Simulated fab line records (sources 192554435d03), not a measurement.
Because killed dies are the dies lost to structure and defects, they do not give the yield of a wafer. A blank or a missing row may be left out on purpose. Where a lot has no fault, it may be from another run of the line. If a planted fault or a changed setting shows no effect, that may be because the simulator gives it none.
The tool behind it: which one?    flow n5-finfet    72 wafers from 24 lots sampled at 2 of the route's 1938 steps

== WHAT EACH GAUGE READ, for each wafer ==
N5_BEOL_M13_INSPECT_12: inspects for defects (macro). Usual: raw-defect-count at 2.0, with a standard deviation of 1.5.
lot   measured      on                 raw-defect-count  flag
L074  day 11 18:20  defect-inspect-02  3 1 2             
L075  day 11 19:23  defect-inspect-01  1 7 2             
L076  day 12 01:07  defect-inspect-02  2 3 1             
L079  day 12 08:25  defect-inspect-02  2 2 2             
L077  day 12 20:26  defect-inspect-02  1 0 2             
L078  day 13 06:49  defect-inspect-02  2 3 2             
L081  day 13 09:34  defect-inspect-02  1 3 4             
L080  day 13 14:47  defect-inspect-02  2 3 2             
L082  day 13 20:22  defect-inspect-01  3 1 4             
L083  day 13 20:59  defect-inspect-01  1 2 2             
L084  day 14 03:04  defect-inspect-01  1 3 3             
L085  day 14 03:43  defect-inspect-01  2 4 1             
L086  day 14 20:02  defect-inspect-02  4 4 2             
L087  day 15 01:31  defect-inspect-02  0 1 1             
L090  day 15 05:25  defect-inspect-02  3 3 1             
L088  day 15 10:47  defect-inspect-02  5 3 3             
L089  day 15 11:01  defect-inspect-02  0 0 2             
L092  day 15 19:08  defect-inspect-02  2 0 1             
L091  day 16 02:35  defect-inspect-02  0 6 5             
L093  day 16 05:31  defect-inspect-01  0 1 2             
L095  day 16 17:14  defect-inspect-02  1 2 3             
L094  day 16 18:00  defect-inspect-01  5 2 2             
L096  day 17 15:07  defect-inspect-01  1 2 0             
L097  day 19 07:19  defect-inspect-02  1 1 1             

N5_BEOL_M13_CD_MEAS_17: the cd target is 190 nm. Usual: cd-nm at 188.4 nm, with a standard deviation of 1.8.
lot   measured      on         cd-nm (nm)         flag
L074  day 11 18:54  cd-sem-02  187.0 186.5 187.8  
L075  day 11 20:04  cd-sem-02  186.0 188.0 187.1  
L076  day 12 01:40  cd-sem-03  186.6 187.7 186.6  
L079  day 12 08:59  cd-sem-02  189.0 187.9 189.7  
L077  day 12 21:00  cd-sem-02  186.7 186.0 186.3  
L078  day 13 07:28  cd-sem-01  188.1 187.8 188.0  
L081  day 13 10:08  cd-sem-02  187.8 188.6 186.5  
L080  day 13 15:22  cd-sem-01  188.0 185.8 189.7  
L082  day 13 20:55  cd-sem-02  189.6 188.6 190.1  
L083  day 13 21:32  cd-sem-01  188.7 189.8 189.6  
L084  day 14 03:38  cd-sem-02  188.4 189.2 190.1  
L085  day 14 04:16  cd-sem-02  186.3 188.7 187.9  
L086  day 14 20:36  cd-sem-02  188.0 189.8 186.7  
L087  day 15 02:05  cd-sem-01  184.5 185.2 185.5  
L090  day 15 06:07  cd-sem-01  187.5 185.7 187.3  
L088  day 15 11:21  cd-sem-03  187.9 187.1 187.1  
L089  day 15 11:39  cd-sem-03  189.2 188.5 187.3  
L092  day 15 20:03  cd-sem-02  191.0 189.2 190.2  
L091  day 16 03:08  cd-sem-02  189.1 190.4 189.7  
L093  day 16 06:05  cd-sem-01  185.9 188.1 185.9  
L095  day 16 17:51  cd-sem-03  189.6 189.4 187.7  
L094  day 16 18:34  cd-sem-01  192.6 189.9 193.1  
L096  day 17 15:47  cd-sem-01  189.7 191.0 187.7  
L097  day 19 08:04  cd-sem-02  191.2 192.0 193.1  

== EACH LOT AND THE TOOL THAT RAN IT (in order: tool; ch and the chambers of the sampled wafers; start) ==
The record holds no process step before these readings.

== AS READ BY THE TOOLS THEMSELVES (means over the sampled wafers that have a number; for cases with no such wafer, the mark the record gives instead) ==
The record holds no such reading with a usual standard deviation.

== THE ANSWER, worked out from the rows above alone ==
Rule: take the mean of a lot's wafers that have a number; if it is more than 3 standard deviations from the usual mean, the lot is off. Also off: a lot with no number at a reading for which 4 or more lots have one. The other lots that the step has rows for count as sound. First the gauges in route order, then the tools' own readings, where a lot's mean is used as printed above. At the first step where some lot is off, the reading lying furthest off is the one used; lots without a number count as furthest.
Across all readings shown, no lot is off: no conclusion can be drawn from this.

== WHAT THE SIMULATOR PUT IN ==
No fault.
